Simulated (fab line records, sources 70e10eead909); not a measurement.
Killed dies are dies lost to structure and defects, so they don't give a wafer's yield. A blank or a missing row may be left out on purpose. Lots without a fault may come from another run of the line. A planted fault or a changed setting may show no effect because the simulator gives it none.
Which tool did it? | flow nand_harc | 14 lots, 42 wafers sampled, at 4 steps of a route of 1302

WHAT THE GAUGES READ, wafer by wafer
The record holds no reading of a measuring or inspecting step that can be judged against a usual standard deviation.

WHICH TOOL RAN EACH LOT (tool, then ch and the chambers of the sampled wafers, then the start)
lot  | NHARC_A_M1_DEP_33               | NHARC_A_BONDPAD_DEP_00          | NHARC_A_BONDPAD_DESCUM_11          | NHARC_A_BONDPAD_ETCH_12
L669 | pecvd-01 ch 0,1,2, day 23 08:01 | pecvd-02 ch 0,2, day 23 08:34   | rie_diel-10 ch 1,2,3, day 23 10:10 | rie_diel-10 ch 2,3, day 23 10:19
L674 | pecvd-04 ch 0,1,2, day 24 14:14 | pecvd-01 ch 0,1,2, day 24 14:51 | rie_diel-13 ch 0,1, day 24 16:14   | rie_diel-13 ch 0,1, day 24 16:25
L673 | pecvd-03 ch 0,1,2, day 24 16:56 | pecvd-04 ch 0,2, day 24 17:26   | rie_diel-11 ch 0,3, day 24 18:43   | rie_diel-11 ch 2,3, day 24 18:53
L675 | pecvd-04 ch 1,2, day 25 07:06   | pecvd-02 ch 0,2, day 25 07:39   | rie_diel-13 ch 0,1,3, day 25 09:05 | rie_diel-13 ch 0,1,3, day 25 09:16
L677 | pecvd-03 ch 0,1,2, day 26 14:01 | pecvd-04 ch 0,1,2, day 26 14:34 | rie_diel-10 ch 0,1,3, day 26 15:46 | rie_diel-10 ch 0,1, day 26 15:55
L678 | pecvd-04 ch 1,2, day 26 18:52   | pecvd-01 ch 1,2, day 26 19:25   | rie_diel-13 ch 0,1,3, day 26 20:49 | rie_diel-13 ch 0,2, day 26 20:59
L679 | pecvd-03 ch 0,1, day 27 08:26   | pecvd-02 ch 0,2, day 27 08:58   | rie_diel-13 ch 0,1,3, day 27 10:24 | rie_diel-13 ch 1,3, day 27 10:35
L682 | pecvd-01 ch 0,1,2, day 27 13:35 | pecvd-02 ch 0,1, day 27 14:07   | rie_diel-10 ch 0,1,2, day 27 15:37 | rie_diel-10 ch 0,1, day 27 15:47
L681 | pecvd-03 ch 0,1,2, day 27 15:14 | pecvd-02 ch 0,1, day 27 15:45   | rie_diel-13 ch 0,1, day 27 17:01   | rie_diel-13 ch 0,1, day 27 17:11
L680 | pecvd-04 ch 0,1, day 27 23:10   | pecvd-04 ch 0,1, day 27 23:52   | rie_diel-13 ch 2,3, day 28 01:07   | rie_diel-13 ch 0,1,3, day 28 01:19
L690 | pecvd-01 ch 0,1,2, day 31 08:01 | pecvd-02 ch 0,1,2, day 31 08:36 | rie_diel-10 ch 0,1,2, day 31 09:52 | rie_diel-10 ch 0,1,2, day 31 10:03
L689 | pecvd-01 ch 0,1,2, day 31 11:17 | pecvd-04 ch 0,1,2, day 31 11:51 | rie_diel-10 ch 0,2,3, day 31 13:10 | rie_diel-10 ch 1,2, day 31 13:20
L691 | pecvd-01 ch 1,2, day 32 04:47   | pecvd-04 ch 0,1,2, day 32 05:18 | rie_diel-10 ch 0,2,3, day 32 06:44 | rie_diel-10 ch 0,3, day 32 06:53
L692 | pecvd-04 ch 0,1,2, day 32 06:01 | pecvd-01 ch 0,1,2, day 32 06:35 | rie_diel-10 ch 1,2, day 32 07:53   | rie_diel-10 ch 2,3, day 32 08:03
- NHARC_A_M1_DEP_33: deposits SiCN, target thk 30 nm.
- NHARC_A_BONDPAD_DEP_00: deposits SiCN, target thk 250 nm.
- NHARC_A_BONDPAD_DESCUM_11: chemistry O2, time 3 s.
- NHARC_A_BONDPAD_ETCH_12: etches the open film in CHF3/O2, target depth 220 nm, time 110 s.

WHAT THE TOOLS THEMSELVES READ (means of the sampled wafers that have a number; where no wafer has one, the mark that the record gives instead)
NHARC_A_M1_DEP_33. Usual: heater_power_w 571 W, standard deviation 100; rf_fwd_power_W 449.3 W, standard deviation 1.4.
lot  | tool     | heater_power_w (W) | rf_fwd_power_W (W) | flag
L669 | pecvd-01 | 591                | 448.1              |
L674 | pecvd-04 | 552                | 447.4              |
L673 | pecvd-03 | 598                | 449.1              |
L675 | pecvd-04 | 507                | 448.5              |
L677 | pecvd-03 | 563                | 448.5              |
L678 | pecvd-04 | 548                | 449.7              |
L679 | pecvd-03 | 720                | 449.5              |
L682 | pecvd-01 | 580                | 450.7              |
L681 | pecvd-03 | 563                | 450.6              |
L680 | pecvd-04 | 519                | 451.3              |
L690 | pecvd-01 | 540                | 447.5              |
L689 | pecvd-01 | 528                | 448.8              |
L691 | pecvd-01 | 564                | 450.9              |
L692 | pecvd-04 | 547                | 450.3              |

NHARC_A_BONDPAD_DEP_00. Usual: heater_power_w 539 W, standard deviation 79; rf_fwd_power_W 449.3 W, standard deviation 1.5.
lot  | tool     | heater_power_w (W) | rf_fwd_power_W (W) | flag
L669 | pecvd-02 | 459                | 449.2              |
L674 | pecvd-01 | 517                | 448.1              |
L673 | pecvd-04 | 583                | 450.5              |
L675 | pecvd-02 | 483                | 448.6              |
L677 | pecvd-04 | 599                | 449.1              |
L678 | pecvd-01 | 558                | 449.0              |
L679 | pecvd-02 | 437                | 449.5              |
L682 | pecvd-02 | 521                | 448.9              |
L681 | pecvd-02 | 548                | 448.2              |
L680 | pecvd-04 | 609                | 449.2              |
L690 | pecvd-02 | 558                | 449.8              |
L689 | pecvd-04 | 514                | 449.1              |
L691 | pecvd-04 | 554                | 448.7              |
L692 | pecvd-01 | 556                | 448.3              |

NHARC_A_BONDPAD_DESCUM_11. Usual: drypump_motor_current_A 5.8 A, standard deviation 0.56; oes_product_au 1.003 a.u., standard deviation 0.012; rf_vpp_V 57.6 V, standard deviation 0.89; showerhead_plenum_p_Torr 1.86 Torr, standard deviation 0.086; throttle_valve_pct 11.310 %, standard deviation 0.0092.
lot  | tool        | drypump_motor_current_A (A) | oes_product_au (a.u.) | rf_vpp_V (V) | showerhead_plenum_p_Torr (Torr) | throttle_valve_pct (%) | flag
L669 | rie_diel-10 | 6.4                         | 0.998                 | 57.4         | 1.86                            | 11.303                 |
L674 | rie_diel-13 | 5.3                         | 1.012                 | 57.6         | 1.79                            | 11.306                 |
L673 | rie_diel-11 | 6.0                         | 0.992                 | 58.0         | 1.95                            | 11.304                 |
L675 | rie_diel-13 | 5.3                         | 1.007                 | 57.4         | 1.82                            | 11.313                 |
L677 | rie_diel-10 | 6.2                         | 0.999                 | 58.3         | 1.93                            | 11.309                 |
L678 | rie_diel-13 | 5.3                         | 1.008                 | 58.1         | 1.82                            | 11.307                 |
L679 | rie_diel-13 | 5.3                         | 1.012                 | 57.7         | 1.82                            | 11.315                 |
L682 | rie_diel-10 | 6.2                         | 1.001                 | 57.6         | 1.92                            | 11.311                 |
L681 | rie_diel-13 | 5.3                         | 1.002                 | 57.3         | 1.80                            | 11.312                 |
L680 | rie_diel-13 | 5.2                         | 1.009                 | 57.4         | 1.84                            | 11.316                 |
L690 | rie_diel-10 | 6.2                         | 1.000                 | 58.4         | 1.92                            | 11.308                 |
L689 | rie_diel-10 | 6.4                         | 0.992                 | 58.0         | 1.87                            | 11.309                 |
L691 | rie_diel-10 | 6.4                         | 0.991                 | 57.3         | 1.87                            | 11.309                 |
L692 | rie_diel-10 | 6.2                         | 1.007                 | 57.5         | 1.90                            | 11.306                 |

NHARC_A_BONDPAD_ETCH_12. Usual: drypump_motor_current_A 5.8 A, standard deviation 0.56; oes_product_au 0.947 a.u., standard deviation 0.026; rf_fwd_power_W 496.4 W, standard deviation 1.8; rf_vpp_V 369.1 V, standard deviation 2.5; run_length_s 131.1 s, standard deviation 0.44; showerhead_plenum_p_Torr 2.34 Torr, standard deviation 0.1; throttle_valve_pct 20.573 %, standard deviation 0.0084.
lot  | tool        | drypump_motor_current_A (A) | oes_product_au (a.u.) | rf_fwd_power_W (W) | rf_vpp_V (V) | run_length_s (s) | showerhead_plenum_p_Torr (Torr) | throttle_valve_pct (%) | flag
L669 | rie_diel-10 | 6.5                         | 0.919                 | 497.2              | 368.2        | 131.6            | 2.27                            | 20.571                 |
L674 | rie_diel-13 | 5.3                         | 0.962                 | 495.0              | 367.9        | 131.4            | 2.27                            | 20.583                 |
L673 | rie_diel-11 | 6.2                         | 0.925                 | 496.8              | 371.9        | 131.2            | 2.45                            | 20.573                 |
L675 | rie_diel-13 | 5.3                         | 0.963                 | 496.0              | 368.0        | 131.1            | 2.29                            | 20.574                 |
L677 | rie_diel-10 | 6.1                         | 0.973                 | 496.5              | 373.1        | 130.8            | 2.50                            | 20.574                 |
L678 | rie_diel-13 | 5.2                         | 0.977                 | 498.2              | 366.4        | 130.8            | 2.26                            | 20.567                 |
L679 | rie_diel-13 | 5.3                         | 0.974                 | 497.3              | 368.0        | 131.1            | 2.32                            | 20.576                 |
L682 | rie_diel-10 | 6.0                         | 0.923                 | 496.6              | 373.2        | 130.8            | 2.47                            | 20.571                 |
L681 | rie_diel-13 | 5.3                         | 0.936                 | 494.8              | 367.7        | 125.6            | 2.26                            | 20.580                 | OFF
L680 | rie_diel-13 | 5.3                         | 0.981                 | 494.8              | 367.4        | 128.5            | 2.29                            | 20.565                 | OFF
L690 | rie_diel-10 | 6.2                         | 0.925                 | 495.5              | 371.5        | 131.3            | 2.41                            | 20.571                 |
L689 | rie_diel-10 | 6.3                         | 0.916                 | 497.0              | 369.1        | 131.1            | 2.32                            | 20.579                 |
L691 | rie_diel-10 | 6.4                         | 0.909                 | 494.9              | 368.9        | 131.1            | 2.35                            | 20.570                 |
L692 | rie_diel-10 | 6.5                         | 0.957                 | 495.6              | 366.5        | 131.3            | 2.26                            | 20.564                 |

THE ANSWER, worked out from the rows above alone
Rule: a lot is off if the mean of its wafers that have a number lies more than 3 standard deviations from the usual mean. A lot without any number at a reading at which 4 lots or more have one is off too. The other lots that the step has rows for count as sound. The gauges are gone through in route order, then the tools' own readings, and for those a lot's mean is taken as printed above. The first step at which some lot is off is used, and at that step the reading that is off furthest; a lot without a number counts as furthest.
Off: L681, L680, at NHARC_A_BONDPAD_ETCH_12 (run_length_s).
A tool fits if, at that step or a process step before it, it ran every lot that is off, and no sound lot after the first of them. One fits: rie_diel-13 at NHARC_A_BONDPAD_DESCUM_11 and NHARC_A_BONDPAD_ETCH_12. At NHARC_A_BONDPAD_DESCUM_11 its last sound lot is L679 (day 27 10:24), its first lot that is off L681 (day 27 17:01): a fault that began between those two fits.

WHAT THE SIMULATOR HAD PUT IN
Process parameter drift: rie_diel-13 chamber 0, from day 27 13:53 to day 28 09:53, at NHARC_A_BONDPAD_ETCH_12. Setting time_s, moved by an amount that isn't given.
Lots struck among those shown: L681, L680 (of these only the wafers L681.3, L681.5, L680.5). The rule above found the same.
